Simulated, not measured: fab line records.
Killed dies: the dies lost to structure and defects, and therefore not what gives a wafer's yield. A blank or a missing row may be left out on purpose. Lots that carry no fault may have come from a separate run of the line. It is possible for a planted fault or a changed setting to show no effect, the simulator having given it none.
Lot-split experiment + flow n5 finfet + 7 lots, 21 wafers read, on a route of 1938 steps

## SPLIT DETAILS
At N5_BEOL_M12_ETCH_68 (etches SOC in N2/H2, time 285 s), the setting time s was moved away from the recipe's 285 s on 6 of the 21 wafers read, by -8.8% to +22.0%. For the rest of the wafers, this setting stayed at what the recipe calls for.

The reading is taken at the split's own step.

## THE READING
SiARC_of_BEOL_M12_COAT_66.thk nm (the simulator's own value, which no gauge read), in nm, at N5_BEOL_M12_ETCH_68 (etches SOC in N2/H2, time 285 s). There is no usual value for it anywhere in the file. Here, 15 wafers ran the recipe; their average is 85.8 nm with a standard deviation of 0.51 nm.

| wafer  | tool, chamber at the split | time s as run, s | against the recipe | SiARC_of_BEOL_M12_COAT_66.thk nm, nm | against lot-mates on the recipe |
|--------|----------------------------|------------------|--------------------|--------------------------------------|---------------------------------|
| L074.1 | rie diel-04, 0             | 259.8            | -8.8%              | 87.8                                 | +1.6                            |
| L074.2 | rie diel-04, 1             | 259.8            | -8.8%              | 88.6                                 | +2.4                            |
| L074.4 | rie diel-04, 2             | 285              | recipe             | 86.2                                 | -                               |
| L081.3 | rie diel-05, 1,0           | 285              | recipe             | 86.4                                 | -                               |
| L081.4 | rie diel-05, 1,0           | 285              | recipe             | 86.4                                 | -                               |
| L081.6 | rie diel-05, 1             | 285              | recipe             | 86.2                                 | -                               |
| L083.1 | rie diel-02, 1             | 285              | recipe             | 86.2                                 | -                               |
| L083.5 | rie diel-02, 3             | 347.7            | +22.0%             | 81.4                                 | -4.8                            |
| L083.6 | rie diel-02, 0             | 347.7            | +22.0%             | 80                                   | -6.2                            |
| L091.3 | rie diel-04, 3             | 323.1            | +13.4%             | 82.2                                 | -2.8                            |
| L091.4 | rie diel-04, 1             | 285              | recipe             | 85                                   | -                               |
| L091.5 | rie diel-04, 3             | 323.1            | +13.4%             | 82                                   | -3.0                            |
| L092.1 | rie diel-04, 1             | 285              | recipe             | 85                                   | -                               |
| L092.3 | rie diel-04, 2             | 285              | recipe             | 85.2                                 | -                               |
| L092.4 | rie diel-04, 3             | 285              | recipe             | 85.6                                 | -                               |
| L095.1 | rie diel-04, 0             | 285              | recipe             | 85.8                                 | -                               |
| L095.3 | rie diel-04, 3             | 285              | recipe             | 85.4                                 | -                               |
| L095.5 | rie diel-04, 2             | 285              | recipe             | 85.6                                 | -                               |
| L097.1 | rie diel-04, 3             | 285              | recipe             | 86.2                                 | -                               |
| L097.2 | rie diel-04, 1             | 285              | recipe             | 85.8                                 | -                               |
| L097.3 | rie diel-04, 2             | 285              | recipe             | 86.6                                 | -                               |
Rows listing several chambers each stand for several wafers; the file does not say which wafer went through which chamber.

THE FIT
A straight line over all 21 wafers: SiARC_of_BEOL_M12_COAT_66.thk nm changes by -0.249 nm for each +1% of time s; r = -0.97; the points scatter about the line by 0.55 nm.
The same after taking each lot's own level away (the mean of its wafers on the recipe; 21 wafers): -0.239 nm for each +1%; r = -0.99; scatter 0.34 nm.
According to that fit, moving time s by its largest amount changes the reading by 5.3 nm.
Measured against the standard deviation above, the lots' own levels, which go from 85.00 to 86.33 nm, span 2.6 times it.
The two slopes are in agreement: the lot-to-lot level therefore moves the slope only a little.
Check: -5.5 nm against its lot-mates is what the line predicts for one of the wafers moved furthest among these (+22.0%) when that wafer is left out of the fit. Against them it came out at -4.8 nm.

## ADDITIONAL SPLITS CARRIED BY THESE WAFERS
These wafers also went through other splits before the reading. Each is held against what the fit with the lots' levels taken away leaves over:
| other split on the same wafers     | wafers away from the commonest value | r with SiARC_of_BEOL_M12_COAT_66.thk nm (lot level and that fit taken away) |
|------------------------------------|--------------------------------------|-----------------------------------------------------------------------------|
| N5_BEOL_M9_TRENCH_ETCH_37 source w | 7                                    | +0.27                                                                       |
| N5_BEOL_M11_PECVD_70 time s        | 6                                    | -0.02                                                                       |
| N5_BEOL_M11_COAT_05 spin rpm       | 9                                    | -0.33                                                                       |
| N5_BEOL_M11_COAT_63 spin rpm       | 9                                    | +0.13                                                                       |
| N5_BEOL_M11_COAT_22 spin rpm       | 6                                    | +0.08                                                                       |

## FILE'S OWN FIT
SiARC_of_BEOL_M12_COAT_66.thk nm changes by -0.24 nm for each +1% of time s, r = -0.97.
